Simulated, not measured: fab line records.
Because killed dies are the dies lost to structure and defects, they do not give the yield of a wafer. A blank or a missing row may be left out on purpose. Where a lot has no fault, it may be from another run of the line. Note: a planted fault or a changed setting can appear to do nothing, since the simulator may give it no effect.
Split-lot trial / flow n5Finfet / 7 lots, 39 wafers read, on a route of 1938 steps

== THE SPLIT ITSELF ==
At N5_FIN_CUT_CUT_ETCH_26 (etches SiNx in CH3F/O2, target depth 39 nm, time 55.7 s), the setting timeS was moved away from the recipe's 55.7 s on 12 of the 39 wafers read, by -13.8% to -9.0%. This setting was run at the recipe's value on the other wafers.

Reading taken at the split's own step.

== THE READING ==
SOC_of_FIN_CUT_COAT_18.thkNm (the simulator's own value, which no gauge read), in nm, at N5_FIN_CUT_CUT_ETCH_26 (etches SiNx in CH3F/O2, target depth 39 nm, time 55.7 s). No usual value for it is given in the file. Here, 27 wafers ran the recipe; their average is 210.9 nm with a standard deviation of 0.62 nm.

wafer=L074.1; tool, chamber at the split=rieDiel-02, 2; timeS as run, s=55.7; against the recipe=recipe; SOC_of_FIN_CUT_COAT_18.thkNm, nm=211.2; against lot-mates on the recipe=-
wafer=L074.2; tool, chamber at the split=rieDiel-02, 0; timeS as run, s=49.92; against the recipe=-10.4%; SOC_of_FIN_CUT_COAT_18.thkNm, nm=213.2; against lot-mates on the recipe=+1.7
wafer=L074.3; tool, chamber at the split=rieDiel-02, 1; timeS as run, s=49.92; against the recipe=-10.4%; SOC_of_FIN_CUT_COAT_18.thkNm, nm=213; against lot-mates on the recipe=+1.5
wafer=L074.4; tool, chamber at the split=rieDiel-02, 3; timeS as run, s=49.92; against the recipe=-10.4%; SOC_of_FIN_CUT_COAT_18.thkNm, nm=213.8; against lot-mates on the recipe=+2.3
wafer=L074.5; tool, chamber at the split=rieDiel-02, 3; timeS as run, s=55.7; against the recipe=recipe; SOC_of_FIN_CUT_COAT_18.thkNm, nm=211.8; against lot-mates on the recipe=-
wafer=L074.6; tool, chamber at the split=rieDiel-02, 2; timeS as run, s=55.7; against the recipe=recipe; SOC_of_FIN_CUT_COAT_18.thkNm, nm=211.6; against lot-mates on the recipe=-
wafer=L076.1; tool, chamber at the split=rieDiel-04, 3; timeS as run, s=55.7; against the recipe=recipe; SOC_of_FIN_CUT_COAT_18.thkNm, nm=211; against lot-mates on the recipe=-
wafer=L076.2; tool, chamber at the split=rieDiel-04, 1; timeS as run, s=50.68; against the recipe=-9.0%; SOC_of_FIN_CUT_COAT_18.thkNm, nm=213.4; against lot-mates on the recipe=+2.2
wafer=L076.3; tool, chamber at the split=rieDiel-04, 2; timeS as run, s=50.68; against the recipe=-9.0%; SOC_of_FIN_CUT_COAT_18.thkNm, nm=213; against lot-mates on the recipe=+1.8
wafer=L076.4; tool, chamber at the split=rieDiel-04, 0; timeS as run, s=50.68; against the recipe=-9.0%; SOC_of_FIN_CUT_COAT_18.thkNm, nm=213; against lot-mates on the recipe=+1.8
wafer=L076.5; tool, chamber at the split=rieDiel-04, 1; timeS as run, s=55.7; against the recipe=recipe; SOC_of_FIN_CUT_COAT_18.thkNm, nm=211.2; against lot-mates on the recipe=-
wafer=L076.6; tool, chamber at the split=rieDiel-04, 0; timeS as run, s=55.7; against the recipe=recipe; SOC_of_FIN_CUT_COAT_18.thkNm, nm=211.4; against lot-mates on the recipe=-
wafer=L077.2; tool, chamber at the split=rieDiel-06, 0; timeS as run, s=55.7; against the recipe=recipe; SOC_of_FIN_CUT_COAT_18.thkNm, nm=210.6; against lot-mates on the recipe=-
wafer=L077.4; tool, chamber at the split=rieDiel-06, 1; timeS as run, s=55.7; against the recipe=recipe; SOC_of_FIN_CUT_COAT_18.thkNm, nm=210.6; against lot-mates on the recipe=-
wafer=L077.6; tool, chamber at the split=rieDiel-06, 0; timeS as run, s=55.7; against the recipe=recipe; SOC_of_FIN_CUT_COAT_18.thkNm, nm=210.2; against lot-mates on the recipe=-
wafer=L085.1; tool, chamber at the split=rieDiel-04, 0; timeS as run, s=55.7; against the recipe=recipe; SOC_of_FIN_CUT_COAT_18.thkNm, nm=211; against lot-mates on the recipe=-
wafer=L085.2; tool, chamber at the split=rieDiel-04, 3; timeS as run, s=49.87; against the recipe=-10.5%; SOC_of_FIN_CUT_COAT_18.thkNm, nm=212.8; against lot-mates on the recipe=+1.9
wafer=L085.3; tool, chamber at the split=rieDiel-04, 2; timeS as run, s=49.87; against the recipe=-10.5%; SOC_of_FIN_CUT_COAT_18.thkNm, nm=212.8; against lot-mates on the recipe=+1.9
wafer=L085.4; tool, chamber at the split=rieDiel-04, 3; timeS as run, s=49.87; against the recipe=-10.5%; SOC_of_FIN_CUT_COAT_18.thkNm, nm=213; against lot-mates on the recipe=+2.1
wafer=L085.5; tool, chamber at the split=rieDiel-04, 2; timeS as run, s=55.7; against the recipe=recipe; SOC_of_FIN_CUT_COAT_18.thkNm, nm=210.2; against lot-mates on the recipe=-
wafer=L085.6; tool, chamber at the split=rieDiel-04, 0; timeS as run, s=55.7; against the recipe=recipe; SOC_of_FIN_CUT_COAT_18.thkNm, nm=211.4; against lot-mates on the recipe=-
wafer=L089.1; tool, chamber at the split=rieDiel-06, 0; timeS as run, s=55.7; against the recipe=recipe; SOC_of_FIN_CUT_COAT_18.thkNm, nm=211.2; against lot-mates on the recipe=-
wafer=L089.2; tool, chamber at the split=rieDiel-06, 1; timeS as run, s=55.7; against the recipe=recipe; SOC_of_FIN_CUT_COAT_18.thkNm, nm=210; against lot-mates on the recipe=-
wafer=L089.3; tool, chamber at the split=rieDiel-06, 3; timeS as run, s=55.7; against the recipe=recipe; SOC_of_FIN_CUT_COAT_18.thkNm, nm=209.8; against lot-mates on the recipe=-
wafer=L089.4; tool, chamber at the split=rieDiel-06, 2; timeS as run, s=55.7; against the recipe=recipe; SOC_of_FIN_CUT_COAT_18.thkNm, nm=210; against lot-mates on the recipe=-
wafer=L089.5; tool, chamber at the split=rieDiel-06, 2; timeS as run, s=55.7; against the recipe=recipe; SOC_of_FIN_CUT_COAT_18.thkNm, nm=209.8; against lot-mates on the recipe=-
wafer=L089.6; tool, chamber at the split=rieDiel-06, 1; timeS as run, s=55.7; against the recipe=recipe; SOC_of_FIN_CUT_COAT_18.thkNm, nm=210.8; against lot-mates on the recipe=-
wafer=L092.1; tool, chamber at the split=rieDiel-04, 2; timeS as run, s=48.02; against the recipe=-13.8%; SOC_of_FIN_CUT_COAT_18.thkNm, nm=214.2; against lot-mates on the recipe=+2.7
wafer=L092.2; tool, chamber at the split=rieDiel-04, 1; timeS as run, s=48.02; against the recipe=-13.8%; SOC_of_FIN_CUT_COAT_18.thkNm, nm=214.2; against lot-mates on the recipe=+2.7
wafer=L092.3; tool, chamber at the split=rieDiel-04, 3; timeS as run, s=55.7; against the recipe=recipe; SOC_of_FIN_CUT_COAT_18.thkNm, nm=211.8; against lot-mates on the recipe=-
wafer=L092.4; tool, chamber at the split=rieDiel-04, 0; timeS as run, s=48.02; against the recipe=-13.8%; SOC_of_FIN_CUT_COAT_18.thkNm, nm=215; against lot-mates on the recipe=+3.5
wafer=L092.5; tool, chamber at the split=rieDiel-04, 0; timeS as run, s=55.7; against the recipe=recipe; SOC_of_FIN_CUT_COAT_18.thkNm, nm=211.4; against lot-mates on the recipe=-
wafer=L092.6; tool, chamber at the split=rieDiel-04, 1; timeS as run, s=55.7; against the recipe=recipe; SOC_of_FIN_CUT_COAT_18.thkNm, nm=211.2; against lot-mates on the recipe=-
wafer=L096.1; tool, chamber at the split=rieDiel-02, 0; timeS as run, s=55.7; against the recipe=recipe; SOC_of_FIN_CUT_COAT_18.thkNm, nm=211.6; against lot-mates on the recipe=-
wafer=L096.2; tool, chamber at the split=rieDiel-02, 3; timeS as run, s=55.7; against the recipe=recipe; SOC_of_FIN_CUT_COAT_18.thkNm, nm=211.6; against lot-mates on the recipe=-
wafer=L096.3; tool, chamber at the split=rieDiel-02, 1; timeS as run, s=55.7; against the recipe=recipe; SOC_of_FIN_CUT_COAT_18.thkNm, nm=210.8; against lot-mates on the recipe=-
wafer=L096.4; tool, chamber at the split=rieDiel-02, 2; timeS as run, s=55.7; against the recipe=recipe; SOC_of_FIN_CUT_COAT_18.thkNm, nm=211.2; against lot-mates on the recipe=-
wafer=L096.5; tool, chamber at the split=rieDiel-02, 1; timeS as run, s=55.7; against the recipe=recipe; SOC_of_FIN_CUT_COAT_18.thkNm, nm=210; against lot-mates on the recipe=-
wafer=L096.6; tool, chamber at the split=rieDiel-02, 2; timeS as run, s=55.7; against the recipe=recipe; SOC_of_FIN_CUT_COAT_18.thkNm, nm=210.8; against lot-mates on the recipe=-

THE FIT
A straight line over all 39 wafers: SOC_of_FIN_CUT_COAT_18.thkNm changes by -0.237 nm for each +1% of timeS; r = -0.91; the points scatter about the line by 0.58 nm.
The same after taking each lot's own level away (the mean of its wafers on the recipe; 39 wafers): -0.202 nm for each +1%; r = -0.93; scatter 0.41 nm.
That fit puts the effect of the largest move of timeS on the reading at 2.8 nm.
Across the lots, their own levels run from 210.27 to 211.53 nm, a range of 2.0 times the standard deviation given above.
In other words, the slope is changed by the lot-to-lot level; the two fits disagree.
Check: +2.79 nm against its lot-mates is what the line predicts for one of the wafers moved furthest among these (-13.8%) when that wafer is left out of the fit. It came out at +2.73 nm against them.

== THESE WAFERS: OTHER SPLITS ==
Other splits were also applied to these wafers ahead of the reading. Each is held against what the fit with the lots' levels taken away leaves over:
other split on the same wafers=N5_WELL_APT_EPI_41 targetThkA; wafers away from the commonest value=12; r with SOC_of_FIN_CUT_COAT_18.thkNm (lot level and that fit taken away)=+0.02

== THE WHOLE CHAIN: every reading that the file lists as answering this split, in the file's order ==
step=N5_FIN_CUT_CUT_ETCH_26; what it does=etches SiNx in CH3F/O2, target depth 39 nm, time 55.7 s; reading=etch.depthNm (the simulator's own value, which no gauge read); change (the file's fit)=+0.391 nm for each +1% of the setting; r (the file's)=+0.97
step=N5_FIN_CUT_CUT_ETCH_26; what it does=etches SiNx in CH3F/O2, target depth 39 nm, time 55.7 s; reading=SOC_of_FIN_CUT_COAT_18.thkNm (the simulator's own value, which no gauge read); change (the file's fit)=-0.201 nm for each +1% of the setting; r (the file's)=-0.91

== FILE'S OWN FIT ==
SOC_of_FIN_CUT_COAT_18.thkNm changes by -0.201 nm for each +1% of timeS, r = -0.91.
